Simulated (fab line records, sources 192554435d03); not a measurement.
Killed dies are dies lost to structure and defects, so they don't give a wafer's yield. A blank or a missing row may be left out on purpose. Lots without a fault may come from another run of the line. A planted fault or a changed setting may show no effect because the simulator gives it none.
A struck lot beside a sound one | flow n5_finfet | 36 steps out of a route of 1938
Sound: wafers L510.3, L510.4, L510.5. Struck: wafers L517.2, L517.5, L517.6. The cause comes at the end.
At each step with rows: each side's tool, then ch and its chambers, then its first start. Under that, the readings that differ: sound wafers | struck wafers | difference of the means | sigmas: that difference in standard deviations of wafers without a fault.
alike: readings whose means differ by less than 2 such deviations, and words and numbers that are the same on both sides. not compared: withheld readings, readings that some wafer has no value for, bounds like >300 that may hide the same value, and numbers for which the record gives no deviation and whose values overlap.
The two part at a step that has a row with sigmas, a row that says differs or no value, or rows on one side only. Numbers that don't overlap but have no deviation are shown without sigmas and don't part them. A reading that every wafer of one side lacks parts them only if that side has two wafers or more.

first, 10 steps without rows for these wafers: N5_FIN_SAQP_ETCH_67 (etches SiNx in CH3F/O2, target depth 30 nm); N5_FIN_SAQP_STRIP_70 (strips in N2/H2); N5_FIN_SAQP_RECESS_71 (chemistry HF/NH3, target SiO2, target depth 3 nm, afs cycles 1, sublimation time 60 s); N5_FIN_SAQP_SPACER2_ALD_28 (deposits SiO2, target thk 8.1 nm, pulse time 1 s, purge time 2 s); N5_FIN_SAQP_SPACER2_ETCHBACK_29 (etches SiO2 in CHF3/O2, target depth 12.2 nm, time 6.1 s); N5_FIN_SAQP_MANDREL2_REMOVE_60 (chemistry HBr/Cl2/O2, target a-Si, stops on SiNx, bt time 10 s); N5_FIN_SAQP_HM_OPEN_33 (chemistry CH3F/O2, target SiNx, target depth 49.4 nm, time 70.6 s); N5_FIN_SAQP_ETCH_34 (etches SiO2 in C4F6/O2, target depth 45 nm, time 15 s); N5_FIN_SAQP_STRIP_77 (strips in N2/H2, time 90 s); N5_FIN_SAQP_ETCH_64 (etches SiO2 in CF4, target depth 1.5 nm).
N5_FIN_SAQP_FIN_ETCH_36: etches the open film in HBr/Cl2/O2, target depth 120 nm, time 50.4 s.
  sound on rie_si-04 ch 0,2, day 5 10:34; struck on rie_si-04 ch 0,2,3, day 7 03:01
  reading                              | sound                | struck            | difference | sigmas
  bias_w (W)                           | 101.51 101.76 102.07 | 94.00 93.79 93.19 | -8.12      | -29
  model.etch.depth_nm (nm)             | 121.6 121.5 120      | 117.2 118.2 116.5 | -3.7       |
  model.FIN_SAQP.feature_depth_nm (nm) | 121.6 121.6 120      | 117.2 118.2 116.6 | -3.7       |
  alike: chamber_pressure_mTorr, drypump_motor_current_A, oes_product_au, throttle_valve_pct
  not compared: rf_hours_counter_h, model.SiNx_of_FIN_SAQP_HM_DEP_03.thk_nm
then, 23 steps without rows for these wafers: N5_FIN_SAQP_PRECLEAN_38 (cleans in O3/DIW, time 45 s); N5_FIN_SAQP_PRECLEAN_45 (cleans in dHF, time 10 s); N5_FIN_SAQP_SRD_39 (time 30 s); N5_FIN_CUT_COAT_18 (time 60 s, resist thk 230 nm); N5_FIN_CUT_COAT_19 (time 60 s, resist thk 20 nm); N5_FIN_CUT_COAT_29 (time 60 s, resist thk 10 nm); N5_FIN_CUT_COAT_02 (resist thk 30 nm); N5_FIN_CUT_EBR_04; N5_FIN_CUT_SOFTBAKE_03 (time 60 s); N5_FIN_CUT_EXPOSE_05 (exposes mask FIN CUT); N5_FIN_CUT_PEB_06 (peb time 60 s); N5_FIN_CUT_DEVELOP_07 (develop time 30 s); N5_FIN_CUT_DESCUM_13 (chemistry O2, time 7 s); N5_FIN_CUT_ETCH_30 (etches underlayer in N2/H2, target depth 13 nm, time 10.4 s); N5_FIN_CUT_ETCH_20 (etches SiARC in CF4, target depth 26 nm, time 43.3 s); N5_FIN_CUT_ETCH_21 (etches SOC in N2/H2, target depth 219 nm, overetch 43.8 nm, time 523.5 s); N5_FIN_CUT_STRIP_23 (strips in N2/H2); N5_FIN_CUT_STRIP_31 (strips in N2/H2); N5_FIN_CUT_STRIP_24 (strips in CF4); N5_FIN_CUT_CUT_ETCH_26 (etches SiNx in CH3F/O2, target depth 39 nm, time 55.7 s); N5_FIN_CUT_CUT_ETCH_27 (etches SiO2 in CHF3/O2, target depth 4 nm, overetch 2 nm, time 4.9 s); N5_FIN_CUT_PRECLEAN_35 (cleans in vHF, time 13.3 s); N5_FIN_CUT_CUT_ETCH_15 (etches Si in HBr/Cl2/O2, target depth 100 nm, bt time 10 s, time 42.4 s).
N5_STI_FIN_REVEAL_RECESS_09: chemistry HF/NH3, target SiO2, afs cycles 11, target depth 42.5 nm, sublimation time 60 s.
  sound on vapor_etch-02 ch 0,1, day 5 18:47; struck on vapor_etch-02 ch 0,1, day 7 10:56
  alike: drypump_motor_current_A, sublimation_temp_c
  not compared: model.SiNx_of_FIN_SAQP_HM_DEP_03.thk_nm
-- the record jumps here: 5 days lie between the struck wafers' starts before and after (it left off in module STI_FIN_REVEAL and takes up again in module BEOL_M4, whose first step shown is number 1111 of the route) --
N5_BEOL_M4_RC_MEAS_101:
  sound on prober-02 ch 0, day 11 09:11; struck on prober-02 ch 0, day 12 22:38
  alike: DIBL_N, DIBL_P, IOFF_N, IOFF_P, ION_N, ION_P, SS_N, SS_P, VT_N, VT_P

WHERE THEY PART
Only at N5_FIN_SAQP_FIN_ETCH_36, within this record. Later steps at which nothing parts them and some readings are alike: N5_STI_FIN_REVEAL_RECESS_09, N5_BEOL_M4_RC_MEAS_101.

WHY: what the simulator had put in
Process parameter drift: rie_si-04, from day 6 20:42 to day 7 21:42, at N5_FIN_SAQP_FIN_ETCH_36. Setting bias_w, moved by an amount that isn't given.
